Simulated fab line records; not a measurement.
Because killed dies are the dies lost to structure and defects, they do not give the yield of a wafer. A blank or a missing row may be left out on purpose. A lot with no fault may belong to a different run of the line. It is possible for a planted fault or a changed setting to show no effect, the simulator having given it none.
Split-lot trial ; flow n5 finfet ; route with 1938 steps; 7 lots, 21 wafers read

## THE SPLIT
At N5_BEOL_M11_DESCUM_16 (chemistry O2, time 7.9 s), the setting time s was moved away from the recipe's 7.9 s on 10 of the 21 wafers read, by -21.8% to +17.5%. This setting was run at the recipe's value on the other wafers.

The reading is taken at the split's own step.

## THE READING
CAR-ArF_of_BEOL_M11_COAT_05.thk nm (the simulator's own value, which no gauge read), in nm, at N5_BEOL_M11_DESCUM_16 (chemistry O2, time 7.9 s). The file gives no usual value for it. Average 83.6 nm, standard deviation 0.33 nm, over the 11 wafers here run with the recipe.

wafer;tool, chamber at the split;time s as run, s;against the recipe;CAR-ArF_of_BEOL_M11_COAT_05.thk nm, nm;against lot-mates on the recipe
L074.2;rie diel-03, 1;7.9;recipe;83.2;-
L074.5;rie diel-03, 1;9.284;+17.5%;82.6;-0.6
L074.6;rie diel-03, 0;9.284;+17.5%;82.4;-0.8
L075.1;rie diel-01, 2;6.179;-21.8%;84.8;+1.3
L075.3;rie diel-01, 1;7.9;recipe;83.6;-
L075.5;rie diel-01, 2;7.9;recipe;83.4;-
L078.3;rie diel-02, 2;7.9;recipe;83.2;-
L078.5;rie diel-02, 0,1;7.9;recipe;83.8;-
L078.6;rie diel-02, 0,1;7.9;recipe;83.8;-
L080.2;rie diel-01, 1;8.42;+6.6%;83.6;-0.6
L080.4;rie diel-01, 3;8.42;+6.6%;83.8;-0.4
L080.5;rie diel-01, 0;7.9;recipe;84.2;-
L084.1;rie diel-02, 3;6.939;-12.2%;84.2;+0.6
L084.2;rie diel-02, 1;7.9;recipe;83.6;-
L084.3;rie diel-02, 2;6.939;-12.2%;84.4;+0.8
L086.1;rie diel-03, 1,2;6.401;-19.0%;85.2;+1.4
L086.2;rie diel-03, 1,2;6.401;-19.0%;85.2;+1.4
L086.4;rie diel-03, 0;7.9;recipe;83.8;-
L092.1;rie diel-01, 2;7.9;recipe;83.6;-
L092.3;rie diel-01, 0;6.718;-15.0%;84.2;+0.9
L092.4;rie diel-01, 3;7.9;recipe;83;-
The file does not say which wafer passed through which chamber wherever a row lists several chambers: such a row stands for several wafers.

THE FIT
A straight line over all 21 wafers: CAR-ArF_of_BEOL_M11_COAT_05.thk nm changes by -0.0613 nm for each +1% of time s; r = -0.89; the points scatter about the line by 0.34 nm.
The same after taking each lot's own level away (the mean of its wafers on the recipe; 21 wafers): -0.0582 nm for each +1%; r = -0.95; scatter 0.21 nm.
According to that fit, moving time s by its largest amount changes the reading by 1.3 nm.
The lots' own levels span 83.20 to 84.20 nm, that is 3.0 times the standard deviation above.
The two slopes agree, so the slope changes little with the lot-to-lot level.
Check: +1.32 nm against its lot-mates is what the line predicts for one of the wafers moved furthest among these (-21.8%) when that wafer is left out of the fit. It came out at +1.3 nm against them.

## OTHER SPLITS APPLIED TO THESE WAFERS
These wafers also went through other splits before the reading. Each is held against what the fit with the lots' levels taken away leaves over:
other split on the same wafers;wafers away from the commonest value;r with CAR-ArF_of_BEOL_M11_COAT_05.thk nm (lot level and that fit taken away)
N5_BEOL_M8_ILD_DEP_00 time s;7;-0.08
N5_BEOL_M8_TRENCH_ETCH_37 bias w;2;-0.44
N5_BEOL_M9_COAT_22 spin rpm;4;+0.13

## FILE'S OWN FIT
CAR-ArF_of_BEOL_M11_COAT_05.thk nm changes by -0.0594 nm for each +1% of time s, r = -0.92.
